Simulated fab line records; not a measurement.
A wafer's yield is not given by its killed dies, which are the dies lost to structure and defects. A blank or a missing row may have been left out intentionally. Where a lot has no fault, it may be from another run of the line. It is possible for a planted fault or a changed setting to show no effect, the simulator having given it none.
Split-lot trial / flow n5_finfet / 7 lots, 21 wafers read, on a route of 1938 steps

ON THE SPLIT
At N5_FIN_SAQP_SPACER1_ALD_24 (deposits SiO2, target thk 20.3 nm, pulse time 1 s, purge time 2 s), the setting temp_c was moved away from the recipe's 300 C on 6 of the 21 wafers read, by -4.4% to -2.0%. This setting was run at the recipe's value on the other wafers.

FROM THE SPLIT TO THE READING: what the file shows between them, 2 steps
- N5_FIN_SAQP_SPACER1_ETCHBACK_25: etches SiO2 in CHF3/O2, target depth 24.4 nm, time 12.2 s
- N5_FIN_SAQP_MANDREL1_REMOVE_56: chemistry HBr/Cl2/O2, target a-Si, stops on SiNx, bt time 10 s

THE READING
Shown in nm: cd_nm at N5_FIN_SAQP_CD_MEAS_27, with target cd 20 nm. On this fab line, fault-free wafers typically give 20.29 nm with a standard deviation of 0.25 nm.

wafer=L075.1; tool, chamber at the split=ald_sin-03, 0,2,0; temp_c as run, C=300; against the recipe=recipe; cd_nm, nm=20.44; against lot-mates on the recipe=-
wafer=L075.2; tool, chamber at the split=ald_sin-03, 0,2,0; temp_c as run, C=300; against the recipe=recipe; cd_nm, nm=20.33; against lot-mates on the recipe=-
wafer=L075.6; tool, chamber at the split=ald_sin-03, 0,2,0; temp_c as run, C=300; against the recipe=recipe; cd_nm, nm=20.40; against lot-mates on the recipe=-
wafer=L078.1; tool, chamber at the split=ald_sin-03, 2,0; temp_c as run, C=300; against the recipe=recipe; cd_nm, nm=19.84; against lot-mates on the recipe=-
wafer=L078.3; tool, chamber at the split=ald_sin-03, 2,0; temp_c as run, C=300; against the recipe=recipe; cd_nm, nm=19.96; against lot-mates on the recipe=-
wafer=L078.5; tool, chamber at the split=ald_sin-03, 1; temp_c as run, C=287.4; against the recipe=-4.2%; cd_nm, nm=21.47; against lot-mates on the recipe=+1.57
wafer=L079.1; tool, chamber at the split=ald_sin-02, 2; temp_c as run, C=300; against the recipe=recipe; cd_nm, nm=20.70; against lot-mates on the recipe=-
wafer=L079.3; tool, chamber at the split=ald_sin-02, 0; temp_c as run, C=300; against the recipe=recipe; cd_nm, nm=20.22; against lot-mates on the recipe=-
wafer=L079.6; tool, chamber at the split=ald_sin-02, 0; temp_c as run, C=300; against the recipe=recipe; cd_nm, nm=20.42; against lot-mates on the recipe=-
wafer=L081.4; tool, chamber at the split=ald_sin-01, 2,2,3; temp_c as run, C=300; against the recipe=recipe; cd_nm, nm=20.17; against lot-mates on the recipe=-
wafer=L081.5; tool, chamber at the split=ald_sin-01, 2,2,3; temp_c as run, C=300; against the recipe=recipe; cd_nm, nm=20.39; against lot-mates on the recipe=-
wafer=L081.6; tool, chamber at the split=ald_sin-01, 2,2,3; temp_c as run, C=300; against the recipe=recipe; cd_nm, nm=20.24; against lot-mates on the recipe=-
wafer=L086.2; tool, chamber at the split=ald_sin-02, 3,1; temp_c as run, C=286.8; against the recipe=-4.4%; cd_nm, nm=21.51; against lot-mates on the recipe=+1.16
wafer=L086.3; tool, chamber at the split=ald_sin-02, 3,1; temp_c as run, C=286.8; against the recipe=-4.4%; cd_nm, nm=21.27; against lot-mates on the recipe=+0.92
wafer=L086.4; tool, chamber at the split=ald_sin-02, 0; temp_c as run, C=300; against the recipe=recipe; cd_nm, nm=20.35; against lot-mates on the recipe=-
wafer=L089.2; tool, chamber at the split=ald_sin-03, 1; temp_c as run, C=294; against the recipe=-2.0%; cd_nm, nm=20.48; against lot-mates on the recipe=+0.11
wafer=L089.3; tool, chamber at the split=ald_sin-03, 0; temp_c as run, C=300; against the recipe=recipe; cd_nm, nm=20.37; against lot-mates on the recipe=-
wafer=L089.6; tool, chamber at the split=ald_sin-03, 0; temp_c as run, C=294; against the recipe=-2.0%; cd_nm, nm=20.63; against lot-mates on the recipe=+0.26
wafer=L090.1; tool, chamber at the split=ald_sin-02, 3; temp_c as run, C=289.2; against the recipe=-3.6%; cd_nm, nm=20.98; against lot-mates on the recipe=+0.94
wafer=L090.4; tool, chamber at the split=ald_sin-02, 2,1; temp_c as run, C=300; against the recipe=recipe; cd_nm, nm=20.10; against lot-mates on the recipe=-
wafer=L090.5; tool, chamber at the split=ald_sin-02, 2,1; temp_c as run, C=300; against the recipe=recipe; cd_nm, nm=19.98; against lot-mates on the recipe=-
Where a row lists several chambers, the file gives one row for several wafers and doesn't say which wafer went through which chamber.

THE FIT
A straight line over all 21 wafers: cd_nm changes by -0.247 nm for each +1% of temp_c; r = -0.89; the points scatter about the line by 0.21 nm.
The same after taking each lot's own level away (the mean of its wafers on the recipe; 21 wafers): -0.263 nm for each +1%; r = -0.92; scatter 0.19 nm.
According to that fit, moving temp_c by its largest amount changes the reading by 1.2 nm.
The span of the lots' own levels, 19.900 to 20.447 nm, comes to 2.2 times the standard deviation stated above.
The two slopes are in agreement: the lot-to-lot level therefore moves the slope only a little.
Check: with one of the wafers moved furthest among these (-4.4%) left out of the fit, the line predicts +1.13 nm for it against its lot-mates. Against them it came out at +1.16 nm.

ADDITIONAL SPLITS CARRIED BY THESE WAFERS
Other splits were also applied to these wafers ahead of the reading. Each is held against what the fit with the lots' levels taken away leaves over:
other split on the same wafers=N5_ZERO_LAYER_PECVD_02 time_s; wafers away from the commonest value=6; r with cd_nm (lot level and that fit taken away)=+0.30
other split on the same wafers=N5_ZERO_LAYER_EXPOSE_08 dose_mj; wafers away from the commonest value=7; r with cd_nm (lot level and that fit taken away)=+0.37
other split on the same wafers=N5_WELL_APT_EXPOSE_22 dose_mj; wafers away from the commonest value=6; r with cd_nm (lot level and that fit taken away)=-0.21
other split on the same wafers=N5_WELL_APT_PEB_23 peb_time_s; wafers away from the commonest value=11; r with cd_nm (lot level and that fit taken away)=+0.03

THE WHOLE CHAIN: every reading that the file lists as answering this split, in the file's order
step=N5_FIN_SAQP_SPACER1_ALD_24; what it does=deposits SiO2, target thk 20.3 nm, pulse time 1 s, purge time 2 s; reading=SiO2_of_FIN_SAQP_SPACER1_ALD_24.thk_nm (the simulator's own value, which no gauge read); change (the file's fit)=-0.24 nm for each +1% of the setting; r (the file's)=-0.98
step=N5_FIN_SAQP_MANDREL1_REMOVE_56; what it does=chemistry HBr/Cl2/O2, target a-Si, stops on SiNx, bt time 10 s; reading=FIN_SAQP.cd_nm (the simulator's own value, which no gauge read); change (the file's fit)=-0.235 nm for each +1% of the setting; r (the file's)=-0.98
step=N5_FIN_SAQP_CD_MEAS_27; what it does=target cd 20 nm; reading=cd_nm; change (the file's fit)=-0.277 nm for each +1% of the setting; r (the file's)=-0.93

THE FILE'S OWN FIT
cd_nm changes by -0.277 nm for each +1% of temp_c, r = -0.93.
